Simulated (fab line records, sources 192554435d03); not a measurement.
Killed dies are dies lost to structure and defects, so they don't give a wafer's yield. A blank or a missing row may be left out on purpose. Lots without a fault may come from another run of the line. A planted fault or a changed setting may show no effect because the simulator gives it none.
Chamber matching | flow n5_finfet | N5_MOL_CONTACT_COAG_ETCHBACK_134 on rie_diel-02: 4 sister chambers
The step etches SiO2 in CHF3, target depth 10 nm, time 6.7 s. 14 wafers are shown with their chamber, then 7 later ones without.

WAFERS WITH THEIR CHAMBER
wafer  | chamber | drypump_motor_current_A (A) | showerhead_plenum_p_Torr (Torr) | throttle_valve_pct (%)
L081.2 | 0       | 5.3                         | 2.44                            | 18.96
L081.4 | 1       | 5.6                         | 2.46                            | 19.02
L081.6 | 0       | 5.3                         | 2.44                            | 18.95
L083.4 | 0       | 5.3                         | 2.44                            | 18.95
L083.5 | 1       | 5.6                         | 2.46                            | 19.01
L083.6 | 2       | 5.0                         | 2.38                            | 18.82
L084.3 | 1       | 5.6                         | 2.46                            | 19.01
L084.4 | 0       | 5.3                         | 2.44                            | 18.97
L084.5 | 2       | 5.0                         | 2.38                            | 18.83
L086.1 | 3       | 5.8                         | 2.51                            | 18.64
L086.2 | 2       | 5.0                         | 2.37                            | 18.83
L086.4 | 3       | 5.7                         | 2.51                            | 18.64
L092.2 | 0       | 5.3                         | 2.43                            | 19.00
L092.4 | 1       | 5.6                         | 2.46                            | 19.04

SIGNATURES (means of the wafers above)
reading                  | chamber 0 | chamber 1 | chamber 2 | chamber 3 | scatter within a chamber
drypump_motor_current_A  | 5.300     | 5.600     | 5.000     | 5.750     | 0.0224
showerhead_plenum_p_Torr | 2.4380    | 2.4600    | 2.3767    | 2.5100    | 0.00383
throttle_valve_pct       | 18.9660   | 19.0200   | 18.8267   | 18.6400   | 0.0154
Rule: a wafer's distance from a chamber is the root of the sum, over the readings, of the square of ((its reading less the chamber's mean) divided by the reading's scatter). The wafer belongs to the nearest chamber; if the next one is less than 2 further off, it can't be placed. The scatter: the root of (the sum of the squares of (reading less its chamber's mean) over the shown wafers, divided by (wafers less chambers)).

WAFERS WITHOUT THEIR CHAMBER
wafer  | drypump_motor_current_A (A) | showerhead_plenum_p_Torr (Torr) | throttle_valve_pct (%)
L092.6 | 5.3                         | 2.43                            | 19.00
L094.2 | 5.3                         | 2.43                            | 19.01
L094.3 | 5.0                         | 2.37                            | 18.85
L094.5 | 5.5                         | 2.46                            | 19.03
L097.2 | 5.0                         | 2.36                            | 18.86
L097.3 | 5.3                         | 2.43                            | 19.02
L097.6 | 5.0                         | 2.36                            | 18.87

WHICH CHAMBER EACH WENT THROUGH
wafer  | from the rows above | in truth
L092.6 | 0                   | 0
L094.2 | 0                   | 0
L094.3 | 2                   | 2
L094.5 | 1                   | 1
L097.2 | 2                   | 2
L097.3 | 0                   | 0
L097.6 | 2                   | 2
Placed correctly: 7 of 7. Can't be placed from these rows: 0. Placed wrongly: 0.
